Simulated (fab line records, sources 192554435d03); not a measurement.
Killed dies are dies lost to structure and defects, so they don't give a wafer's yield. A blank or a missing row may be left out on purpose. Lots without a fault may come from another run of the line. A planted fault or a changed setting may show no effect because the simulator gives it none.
fab line records | flow n5_finfet
record lots=10 wafers=30 last_day=19
route steps=1938 shown BEOL_M4@1102 BEOL_M5@1128 PASSIVATION@1936
lots that met no fault: from a run of the same line without faults
start_h: hours from the record's first day to the start of the lot's first wafer shown | wait_h: hours since the lot's step before | " the same as in the row above | L1.1+2: a row that stands for several wafers | - no value, or no start given | * or withheld: withheld | < > ~ a bound
route shown NAME@n: a module of which the file shows steps, and the number in the route of the first | usual: mean/standard deviation of fault-free wafers | same: alike in all rows | chamber/n: place in a boat | sites: the reading at each site | _std_site: their standard deviation | _edge_site: outer sites' mean less inner sites' | radius_mm: how far each site lies from the wafer's centre | mask NAME#n: copy n | behind: the tool/chamber that last shaped the wafer | hold: why the lot was held/for how many hours/how that ended | device: the transistor (n, p or np) that didn't switch | end of line: the same wafers' tests at the end of the route | a step without rows: its recipe alone | killed: dies lost to structure and defects at the first sort, not the wafer's yield | map: a wafer's dies, x killed, . not, _ none there
set.NAME: the setting as run; set.NAME@STEP: as run at that earlier step | model.NAME: the simulator's own value behind a step, which no gauge read
steps of the route over a sample of lots; a table a step, a row a wafer
services: from which hour (start_h, from the record's first day; less than 0 if before it) a tool's chamber was out of use, for how many hours, and why
## steps
# step N5_BEOL_M4_ANNEAL_51
# recipe temp_c=225 time_s=90 ambient=N2
# usual wafer_temp_C_max=225.81/0.27
# columns lot.wafer tool chamber start_h wait_h wafer_temp_C_max
L889.1 rtp_anneal-02 0 162.70 0.1 225.87
L889.3 " 0 " " 225.75
L889.5 " 0 " " 225.67
L890.2 rtp_anneal-02 0 179.96 0.1 225.91
L890.4 " 0 " " 225.78
L890.6 " 0 " " 225.90
L891.1 rtp_anneal-01 0 180.10 0.1 225.54
L891.4 " 0 " " 225.99
L891.6 " 0 " " 225.65
L900.2 rtp_anneal-02 0 250.52 0.1 225.72
L900.5 " 0 " " 225.31
L900.6 " 0 " " 225.22
L903.2 rtp_anneal-02 0 256.00 0.1 225.61
L903.3 " 0 " " 225.74
L903.4 " 0 " " 225.76
L904.1 rtp_anneal-02 0 263.02 0.1 225.81
L904.4 " 0 " " 226.00
L904.6 " 0 " " 226.12
L906.2 rtp_anneal-02 0 278.46 0.2 225.56
L906.5 " 0 " " 225.66
L906.6 " 0 " " 225.58
L910.2 rtp_anneal-01 0 315.43 0.1 226.04
L910.5 " 0 " " 226.03
L910.6 " 0 " " 226.07
L909.3 rtp_anneal-02 0 319.65 0.2 225.39
L909.5 " 0 " " 225.95
L909.6 " 0 " " 225.50
L912.3 rtp_anneal-02 0 347.30 0.1 225.65
L912.4 " 0 " " 225.76
L912.5 " 0 " " 225.83
# step N5_BEOL_M4_RC_MEAS_101
# usual DIBL_N=36.5/1.9 DIBL_P=36.7/2.1 IOFF_N=0.17/0.035 IOFF_P=0.22/0.042 ION_N=676/10 ION_P=462/8.1 SS_N=71.5/0.72 SS_P=73.4/0.7 VT_N=249/3.1 VT_P=-250/3.9
# columns lot.wafer tool chamber start_h wait_h DIBL_N[mV/V] DIBL_P[mV/V] IOFF_N[nA/um] IOFF_P[nA/um] ION_N[uA/um] ION_P[uA/um] SS_N[mV/dec] SS_P[mV/dec] VT_N[mV] VT_P[mV]
L889.1 prober-01 0 163.60 0.0 34.5 32.9 0.12 0.18 675 460 70.9 72.8 253 -251
L889.3 " 0 " " 34.9 34.7 0.14 0.21 687 476 71.1 73.2 248 -250
L889.5 " 0 " " 33.1 31.6 0.10 0.16 660 457 70.9 72.6 257 -252
L890.2 prober-02 0 180.98 0.2 38.3 40.1 0.21 0.31 678 466 72.6 74.4 250 -246
L890.4 " 0 " " 38.4 40.2 0.22 0.31 695 481 71.9 74.1 245 -244
L890.6 " 0 " " 36.6 36.9 0.18 0.25 681 471 72.8 73.3 249 -246
L891.1 prober-01 0 181.00 0.0 35.3 36.5 0.14 0.18 674 456 71.3 74.1 251 -257
L891.4 " 0 " " 35.1 36.3 0.14 0.17 673 456 72.2 72.9 249 -256
L891.6 " 0 " " 35.1 36.6 0.15 0.18 679 458 71.7 73.7 249 -257
L900.2 prober-01 0 251.53 0.2 36.3 37.6 0.17 0.22 675 460 71.7 72.8 248 -250
L900.5 " 0 " " 36.8 37.1 0.16 0.21 675 460 70.9 73.0 251 -251
L900.6 " 0 " " 36.6 36.7 0.16 0.20 678 462 71.9 73.3 249 -254
L903.2 prober-02 0 257.03 0.2 37.9 37.9 0.18 0.20 678 456 70.9 73.9 248 -254
L903.3 " 0 " " 36.5 35.3 0.16 0.17 671 451 71.8 73.2 251 -254
L903.4 " 0 " " 36.5 36.1 0.15 0.18 669 456 71.2 73.0 251 -254
L904.1 prober-01 0 263.92 0.0 34.3 33.9 0.13 0.16 660 451 70.9 72.6 253 -254
L904.4 " 0 " " 35.2 35.4 0.15 0.18 676 456 70.2 73.0 250 -254
L904.6 " 0 " " 35.1 36.1 0.15 0.18 672 458 71.1 73.4 251 -254
L906.2 prober-02 0 279.71 0.2 37.5 37.4 0.20 0.29 689 478 72.3 73.8 245 -241
L906.5 " 0 " " 37.1 37.9 0.20 0.31 698 489 71.0 74.6 245 -242
L906.6 " 0 " " 35.9 35.3 0.16 0.25 681 477 70.9 74.0 250 -244
L910.2 prober-02 0 316.44 0.2 35.2 34.6 0.12 0.16 662 454 71.2 72.1 253 -255
L910.5 " 0 " " 36.2 36.1 0.15 0.17 679 458 71.1 73.1 247 -254
L910.6 " 0 " " 34.5 34.0 0.12 0.15 659 451 71.2 72.1 253 -256
L909.3 prober-01 0 320.83 0.3 34.6 35.7 0.15 0.19 670 457 71.2 73.1 249 -254
L909.5 " 0 " " 37.0 39.9 0.18 0.25 675 459 71.9 74.6 247 -252
L909.6 " 0 " " 34.2 35.9 0.14 0.18 670 455 71.0 73.3 249 -256
L912.3 prober-01 0 348.43 0.3 35.8 36.4 0.18 0.24 683 470 71.4 73.4 247 -247
L912.4 " 0 " " 37.7 38.7 0.19 0.26 674 460 72.8 73.5 246 -248
L912.5 " 0 " " 35.5 36.3 0.16 0.23 682 472 71.3 73.2 249 -247
# step N5_BEOL_M5_INSPECT_13
# recipe mode=adi inspect_instrument=brightfield
# usual raw_defect_count=417/110
# columns lot.wafer tool chamber start_h wait_h raw_defect_count
L889.1 defect_inspect-02 - 166.13 0.1 371
L889.3 " - " " 342
L889.5 " - " " 318
L890.2 defect_inspect-01 - 184.06 0.0 301
L890.4 " - " " 565
L890.6 " - " " 381
L891.1 defect_inspect-01 - 184.65 0.1 383
L891.4 " - " " 339
L891.6 " - " " 322
L900.2 defect_inspect-02 - 254.97 0.0 383
L900.5 " - " " 357
L900.6 " - " " 488
L903.2 defect_inspect-02 - 259.70 0.0 454
L903.3 " - " " 549
L903.4 " - " " 518
L904.1 defect_inspect-02 - 266.38 0.1 446
L904.4 " - " " 325
L904.6 " - " " 299
L906.2 defect_inspect-02 - 284.02 0.0 408
L906.5 " - " " 471
L906.6 " - " " 421
L910.2 defect_inspect-01 - 319.89 0.0 472
L910.5 " - " " 380
L910.6 " - " " 399
L909.3 defect_inspect-02 - 324.38 0.0 469
L909.5 " - " " 459
L909.6 " - " " 343
L912.3 defect_inspect-01 - 350.79 0.1 419
L912.4 " - " " 309
L912.5 " - " " 482
# step N5_BEOL_M5_ETCH_72
# recipe chemistry=N2/H2 target=underlayer target_depth_a=65 mask_material=CAR-EUV time_s=5.2 ion_energy_ev=200 pressure_mtorr=30 source_w=840 bias_w=150 n2_flow_sccm=200 h2_flow_sccm=200 ends=cleared
# usual bias_w=150.0/0.44 drypump_motor_current_A=5.6/0.53 etch_rf_on_time_s=5.17/0.11 oes_product_au=0.69/0.072 rf_vpp_V=524/3.1 showerhead_plenum_p_Torr=2.56/0.1 throttle_valve_pct=17.86/0.24
# columns lot.wafer tool chamber start_h wait_h bias_w drypump_motor_current_A etch_rf_on_time_s oes_product_au rf_hours_counter_h rf_vpp_V showerhead_plenum_p_Torr throttle_valve_pct
L889.1 rie_diel-04 0 166.20 0.0 150.2 5.3 5.13 0.63 147 525 2.55 17.61
L889.3 " 2 " " 150.4 5.1 5.08 0.62 190 520 2.41 17.78
L889.5 " 3 " " 149.9 4.9 5.31 0.64 - 526 2.63 17.95
L890.2 rie_diel-05 0 184.42 0.0 150.5 5.8 5.26 0.70 69 527 2.69 17.71
L890.4 " 1 " " 150.2 5.6 4.99 0.72 - 528 2.68 17.91
L890.6 " 0 " " 150.7 5.8 5.25 0.71 - 528 2.69 17.72
L891.1 rie_diel-05 3 185.79 0.0 150.3 6.1 5.27 0.74 36 522 2.46 17.45
L891.4 " 3 " " 150.1 6.1 5.24 0.74 - 522 2.46 17.43
L891.6 " 0 " " 151.1 5.8 5.22 0.70 - 530 2.69 17.73
L900.2 rie_diel-04 0 255.24 0.0 159.1 5.3 4.99 0.63 174 542 2.54 17.68
L900.5 " 3 " " 159.4 4.9 5.09 0.63 - 546 2.62 18.00
L900.6 " 2 " " 159.3 5.1 5.00 0.62 - 538 2.40 17.81
L903.2 rie_diel-04 1 259.77 0.0 159.2 5.0 5.15 0.63 179 546 2.63 18.30
L903.3 " 2 " " 159.9 5.1 4.97 0.61 214 540 2.40 17.82
L903.4 " 0 " " 159.5 5.3 5.04 0.63 176 543 2.54 17.67
L904.1 rie_diel-03 1 266.45 0.0 150.4 6.0 5.30 0.59 191 524 2.52 18.09
L904.4 " 2 " " 150.3 6.2 4.90 0.83 10 525 2.60 17.42
L904.6 " 0 " " 150.0 4.9 5.29 0.63 - 522 2.43 18.21
L906.2 rie_diel-05 2 284.13 0.0 150.2 5.0 5.06 0.75 43 530 2.68 17.89
L906.5 " 3 " " 149.2 6.1 5.24 0.71 - 522 2.45 17.50
L906.6 " 0 " " 149.5 5.8 5.23 0.68 - 528 2.68 17.75
L910.2 rie_diel-05 2 319.96 0.0 149.8 5.0 5.11 0.74 53 528 2.68 17.89
L910.5 " 3 " " 150.1 6.1 5.26 0.69 - 521 2.45 17.53
L910.6 " 2 " " 149.8 5.1 5.07 0.75 - 529 2.68 17.91
L909.3 rie_diel-03 3 325.58 0.0 150.6 6.3 5.16 0.74 49 523 2.46 17.90
L909.5 " 3 " " 150.7 6.3 5.13 0.74 - 523 2.46 17.89
L909.6 " 2 " " 149.9 6.2 5.00 0.77 - 525 2.59 17.46
L912.3 rie_diel-05 1 351.25 0.0 150.4 5.6 4.99 0.68 105 527 2.67 17.97
L912.4 " 0 " " 149.6 5.8 5.14 0.67 115 527 2.67 17.78
L912.5 " 0 " " 149.6 5.8 5.17 0.68 - 528 2.67 17.81
# step N5_PASSIVATION_PROBE_49
# usual defect_limited_yield=91.4/1.5 killed_at_M0_to_M3=35/12 killed_at_M4_up=13/5.8 killed_at_contacts=12/5.5 killed_at_front_end=36/9.9 killed_at_other=4/3.7 killed_dies=101/18 killed_open=66/13 killed_short=33/8 sort_bin_5_function=5.0/1 sort_bin_6_memory=3.2/0.67 sort_n_pass=1079/18 sort_yield_pct=91.4/1.5
# same gross_dies=1180 killed_at_back_side=0 sort_bin_4_leakage[%]=0 sort_bin_8_speed[%]=0
# columns lot.wafer tool chamber start_h wait_h defect_limited_yield[%] killed_at_M0_to_M3 killed_at_M4_up killed_at_contacts killed_at_front_end killed_at_other killed_dies killed_open killed_short sort_bin_5_function[%] sort_bin_6_memory[%] sort_n_pass sort_yield_pct[%]
L889.1 prober-01 - 270.78 0.0 93.0 27 14 14 27 1 83 62 21 4.2 2.8 1097 93.0
L889.3 prober-01 - 270.88 0.1 92.2 31 17 11 28 5 92 68 24 4.0 3.5 1088 92.2
L889.5 prober-01 - 270.98 0.2 93.2 26 13 9 32 0 80 42 38 4.2 2.4 1100 93.2
L891.1 prober-01 - 290.74 0.0 90.2 36 7 11 56 6 116 76 40 5.6 4.0 1064 90.2
L891.4 prober-01 - 290.89 0.2 89.4 38 20 12 48 7 125 85 40 5.7 4.1 1055 89.4
L891.6 prober-01 - 290.99 0.3 91.4 23 10 19 42 8 102 61 35 4.5 3.3 1078 91.4
L890.2 prober-01 - 299.99 0.1 87.6 40 23 23 55 5 146 93 53 7.6 4.4 1034 87.6
L890.4 prober-01 - 300.09 0.2 89.6 44 17 8 52 2 123 83 38 6.1 4.0 1057 89.6
L890.6 prober-01 - 300.19 0.3 89.3 47 19 13 46 1 126 83 41 5.6 4.3 1054 89.3
L904.1 prober-02 - 371.57 0.0 92.6 49 9 1 22 6 87 60 25 4.2 2.7 1093 92.6
L904.4 prober-02 - 371.72 0.2 90.6 62 18 10 17 4 111 75 32 5.5 3.5 1069 90.6
L904.6 prober-02 - 371.82 0.3 92.1 49 7 9 22 6 93 64 29 4.1 3.6 1087 92.1
L903.2 prober-01 - 373.96 0.1 93.2 26 6 3 42 3 80 41 31 3.6 2.2 1100 93.2
L903.3 prober-01 - 374.01 0.1 91.0 35 9 17 35 10 106 64 42 4.9 3.9 1074 91.0
L903.4 prober-01 - 374.06 0.2 91.9 34 10 10 22 20 96 66 29 4.6 3.4 1084 91.9
L906.2 prober-01 - 380.66 0.1 89.7 52 11 11 41 6 121 79 40 5.8 4.0 1059 89.7
L906.5 prober-01 - 380.81 0.2 89.9 50 17 18 27 7 119 85 33 6.3 3.7 1061 89.9
L906.6 prober-01 - 380.86 0.3 87.7 60 17 34 26 8 145 88 53 7.1 4.7 1035 87.7
L910.2 prober-01 - 417.78 0.1 93.9 24 11 5 25 7 72 54 18 3.1 2.7 1108 93.9
L910.5 prober-01 - 417.93 0.2 93.5 29 17 8 22 1 77 55 21 3.8 2.7 1103 93.5
L910.6 prober-01 - 417.98 0.3 90.3 48 17 7 37 6 115 78 31 6.2 2.7 1065 90.3
L909.3 prober-02 - 429.58 0.1 93.4 25 12 8 32 1 78 43 32 3.5 3.1 1102 93.4
L909.5 prober-02 - 429.68 0.2 93.2 20 7 10 36 7 80 52 26 3.9 2.9 1100 93.2
L909.6 prober-02 - 429.73 0.3 91.4 38 13 11 39 1 102 67 34 4.4 3.7 1078 91.4
# killed by level:class
L889.1 MOL_CONTACT_COAG:geometric_particle:open=13 GATE_CUT:geometric_particle:open=7 BEOL_M4:geometric_particle:open=7 STI_FIN_REVEAL:geometric_particle:open=6 BEOL_M3:geometric_particle:open=6 FIN_SAQP:geometric_particle:short=4 BEOL_M0_SAQP:geometric_particle:short=4 BEOL_M0_SAQP:geometric_particle:open=4
L889.3 BEOL_M0_SAQP:geometric_particle:open=11 MOL_CONTACT_COAG:geometric_particle:open=9 BEOL_M4:geometric_particle:open=8 BEOL_M3:geometric_particle:open=6 FIN_SAQP:geometric_particle:open=5 BEOL_M1:geometric_particle:open=5 STARTING-WAFER:geometric_particle:open=5 FIN_SAQP:geometric_particle:short=4
L889.5 GATE_CUT:geometric_particle:short=8 STI_FIN_REVEAL:geometric_particle:open=7 MOL_CONTACT_COAG:geometric_particle:open=7 BEOL_M0_SAQP:geometric_particle:short=7 BEOL_M4:geometric_particle:open=7 FIN_SAQP:geometric_particle:short=6 BEOL_M0_SAQP:geometric_particle:open=6 BEOL_M0:geometric_particle:open=5
L891.1 STI_FIN_REVEAL:geometric_particle:open=10 BEOL_M0_SAQP:geometric_particle:open=10 FIN_SAQP:geometric_particle:open=9 BEOL_M0_SAQP:geometric_particle:short=9 FIN_SAQP:geometric_particle:short=7 DUMMY_GATE:geometric_particle:open=7 MOL_CONTACT_COAG:geometric_particle:open=7 BEOL_M2:geometric_particle:open=6
L891.4 FIN_SAQP:geometric_particle:open=18 MOL_CONTACT_COAG:geometric_particle:open=9 BEOL_M0_SAQP:geometric_particle:short=9 BEOL_M2:geometric_particle:open=9 BEOL_M4:geometric_particle:open=8 BEOL_M1:geometric_particle:open=7 STARTING-WAFER:geometric_particle:short=7 FIN_SAQP:geometric_particle:short=6
L891.6 MOL_CONTACT_COAG:geometric_particle:open=14 FIN_SAQP:geometric_particle:short=11 DUMMY_GATE:geometric_particle:open=7 FIN_SAQP:geometric_particle:open=6 BEOL_M4:geometric_particle:open=6 HKMG_FIN:area_etch=6 MOL_CONTACT_COAG:geometric_particle:short=5 BEOL_M0_SAQP:geometric_particle:short=5
L890.2 MOL_CONTACT_COAG:geometric_particle:open=20 FIN_SAQP:geometric_particle:short=19 BEOL_M4:geometric_particle:open=14 FIN_SAQP:geometric_particle:open=13 BEOL_M3:geometric_particle:open=9 STI_FIN_REVEAL:geometric_particle:open=6 BEOL_M5:geometric_particle:open=6 BEOL_M0_SAQP:geometric_particle:open=6
L890.4 FIN_SAQP:geometric_particle:open=11 STI_FIN_REVEAL:geometric_particle:open=11 FIN_SAQP:geometric_particle:short=10 BEOL_M3:geometric_particle:open=9 DUMMY_GATE:geometric_particle:open=8 BEOL_M1:geometric_particle:open=8 BEOL_M3:geometric_particle:short=7 BEOL_M4:geometric_particle:open=7
L890.6 FIN_SAQP:geometric_particle:open=18 BEOL_M0_SAQP:geometric_particle:open=12 FIN_SAQP:geometric_particle:short=11 MOL_CONTACT_COAG:geometric_particle:open=7 BEOL_M2:geometric_particle:open=7 MOL_CONTACT_COAG:geometric_particle:short=6 BEOL_M1:geometric_particle:open=6 BEOL_M0_SAQP:geometric_particle:short=5
L904.1 BEOL_M0_SAQP:geometric_particle:open=13 BEOL_M1:geometric_particle:open=9 BEOL_M3:geometric_particle:open=8 DUMMY_GATE:geometric_particle:open=6 BEOL_M0_SAQP:geometric_particle:short=6 BEOL_M2:geometric_particle:short=4 BEOL_M2:geometric_particle:open=4 FIN_SAQP:geometric_particle:short=3
L904.4 BEOL_M0_SAQP:geometric_particle:short=15 BEOL_M0_SAQP:geometric_particle:open=13 BEOL_M0:geometric_particle:open=9 BEOL_M3:geometric_particle:open=8 BEOL_M4:geometric_particle:open=8 MOL_CONTACT_COAG:geometric_particle:open=7 BEOL_M2:geometric_particle:open=7 DUMMY_GATE:geometric_particle:open=3
L904.6 BEOL_M0_SAQP:geometric_particle:open=10 BEOL_M0_SAQP:geometric_particle:short=9 BEOL_M1:geometric_particle:open=9 BEOL_M2:geometric_particle:open=8 FIN_SAQP:geometric_particle:open=7 MOL_CONTACT_COAG:geometric_particle:open=7 BEOL_M1:geometric_particle:short=6 BEOL_M3:geometric_particle:open=6
L903.2 FIN_SAQP:geometric_particle:open=11 FIN_SAQP:geometric_particle:short=9 BEOL_M0_SAQP:geometric_particle:short=7 BEOL_M3:geometric_particle:open=7 HKMG_FIN:area_etch=7 BEOL_M0_SAQP:geometric_particle:open=6 GATE_CUT:geometric_particle:short=4 STARTING-WAFER:geometric_particle:short=3
L903.3 MOL_CONTACT_COAG:geometric_particle:open=14 BEOL_M0_SAQP:geometric_particle:short=13 BEOL_M0_SAQP:geometric_particle:open=10 STI_FIN_REVEAL:geometric_particle:open=8 FIN_SAQP:geometric_particle:short=7 BEOL_M3:geometric_particle:open=6 FIN_SAQP:geometric_particle:open=4 DUMMY_GATE:geometric_particle:open=4
L903.4 PASS1_CAP:geometric_particle:open=9 MOL_CONTACT_COAG:geometric_particle:open=8 BEOL_M0_SAQP:geometric_particle:open=8 PASS1_CAP:geometric_particle:short=7 DUMMY_GATE:geometric_particle:open=6 BEOL_M0_SAQP:geometric_particle:short=6 BEOL_M2:geometric_particle:open=6 BEOL_M3:geometric_particle:open=6
L906.2 BEOL_M3:geometric_particle:open=12 STI_FIN_REVEAL:geometric_particle:open=10 BEOL_M0_SAQP:geometric_particle:open=10 DUMMY_GATE:geometric_particle:open=9 MOL_CONTACT_COAG:geometric_particle:open=8 BEOL_M0_SAQP:geometric_particle:short=8 BEOL_M8:geometric_particle:open=7 BEOL_M2:geometric_particle:open=7
L906.5 MOL_CONTACT_COAG:geometric_particle:open=16 BEOL_M2:geometric_particle:open=13 BEOL_M0_SAQP:geometric_particle:open=12 FIN_SAQP:geometric_particle:open=8 BEOL_M4:geometric_particle:open=8 BEOL_M3:geometric_particle:open=7 BEOL_M1:geometric_particle:short=5 BEOL_M0_SAQP:geometric_particle:short=4
L906.6 MOL_CONTACT_COAG:geometric_particle:open=26 BEOL_M1:geometric_particle:short=14 BEOL_M2:geometric_particle:open=10 GATE_CUT:geometric_particle:short=10 BEOL_M0_SAQP:geometric_particle:open=9 BEOL_M4:geometric_particle:open=9 MOL_CONTACT_COAG:geometric_particle:short=7 BEOL_M0_SAQP:geometric_particle:short=7
L910.2 BEOL_M0:geometric_particle:open=7 BEOL_M4:geometric_particle:open=7 FIN_SAQP:geometric_particle:open=6 STI_FIN_REVEAL:geometric_particle:open=5 BEOL_M0_SAQP:geometric_particle:short=4 BEOL_M1:geometric_particle:open=4 PASS1_CAP:geometric_particle:short=4 STARTING-WAFER:geometric_particle:open=4
L910.5 BEOL_M1:geometric_particle:open=10 BEOL_M3:geometric_particle:open=7 FIN_SAQP:geometric_particle:open=5 MOL_CONTACT_COAG:geometric_particle:open=5 FIN_SAQP:geometric_particle:short=4 BEOL_M4:geometric_particle:open=4 STARTING-WAFER:geometric_particle:open=4 STI_FIN_REVEAL:geometric_particle:open=3
L910.6 FIN_SAQP:geometric_particle:open=13 BEOL_M0_SAQP:geometric_particle:short=13 BEOL_M1:geometric_particle:open=12 BEOL_M4:geometric_particle:open=12 BEOL_M3:geometric_particle:open=7 MOL_CONTACT_COAG:geometric_particle:open=6 BEOL_M0_SAQP:geometric_particle:open=6 FIN_SAQP:geometric_particle:short=5
L909.3 MOL_CONTACT_COAG:geometric_particle:open=8 STI_FIN_REVEAL:geometric_particle:open=6 FIN_SAQP:geometric_particle:short=5 BEOL_M0_SAQP:geometric_particle:short=5 BEOL_M0_SAQP:geometric_particle:open=5 FIN_SAQP:geometric_particle:open=4 STI_FIN_REVEAL:geometric_particle:short=3 ILD0:geometric_particle:short=3
L909.5 FIN_SAQP:geometric_particle:open=14 BEOL_M0_SAQP:geometric_particle:open=8 MOL_CONTACT_COAG:geometric_particle:open=7 STARTING-WAFER:geometric_particle:open=6 BEOL_M0_SAQP:geometric_particle:short=5 FIN_SAQP:geometric_particle:short=4 STI_FIN_REVEAL:geometric_particle:open=4 MOL_CONTACT_COAG:geometric_particle:short=3
L909.6 BEOL_M0_SAQP:geometric_particle:short=16 STI_FIN_REVEAL:geometric_particle:open=10 FIN_SAQP:geometric_particle:open=9 BEOL_M0_SAQP:geometric_particle:open=9 FIN_SAQP:geometric_particle:short=8 MOL_CONTACT_COAG:geometric_particle:open=8 BEOL_M4:geometric_particle:open=6 DUMMY_GATE:geometric_particle:open=4
## services
# columns tool chamber start_h hours kind
rie_diel-05 - 147.63 0.9 repair
rie_diel-03 3 153.55 - clean
rie_diel-03 3 153.55 - consumable_replace:focus_ring
rie_diel-03 3 153.55 24.3 scheduled_down
rie_diel-03 3 153.55 24.3 vent_cycle
rie_diel-03 0 154.99 7.7 repair
rie_diel-04 - 174.46 15.6 pm
rie_diel-05 2 179.59 5.7 repair
rie_diel-05 1 184.83 6.6 repair
rie_diel-05 - 187.41 14.6 pm
rie_diel-03 0 196.77 6.4 repair
rie_diel-04 3 200.90 12.8 repair
rie_diel-04 2 216.19 9.9 repair
rie_diel-03 2 216.52 - clean
rie_diel-03 2 216.52 - consumable_replace:focus_ring
rie_diel-03 2 216.52 17.4 scheduled_down
rie_diel-03 2 216.52 17.4 vent_cycle
rie_diel-05 3 251.62 3.5 repair
rie_diel-03 - 253.91 0.7 repair
rie_diel-04 3 309.13 11.7 repair
rie_diel-04 1 326.22 4.5 repair
## key
first_sign step=N5_BEOL_M5_ETCH_72 reading=bias_w direction=up sigmas=21 usual=* struck=*
effect step=N5_BEOL_M5_ETCH_72 reading=rf_vpp_V direction=up sigmas=5.8 usual=524 struck=542
met_at N5_BEOL_M5_ETCH_72
struck_lots L900,L903
not_acting_at N5_BEOL_M4_ANNEAL_51,N5_BEOL_M4_RC_MEAS_101,N5_BEOL_M5_INSPECT_13
onset_between 166.20 255.24
fault kind=process_parameter_drift tool=rie_diel-04 chamber=- onset_h=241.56 steps=N5_BEOL_M5_ETCH_72 channel=bias_w offset=* shape=step end_h=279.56 acts_in=* stated=*
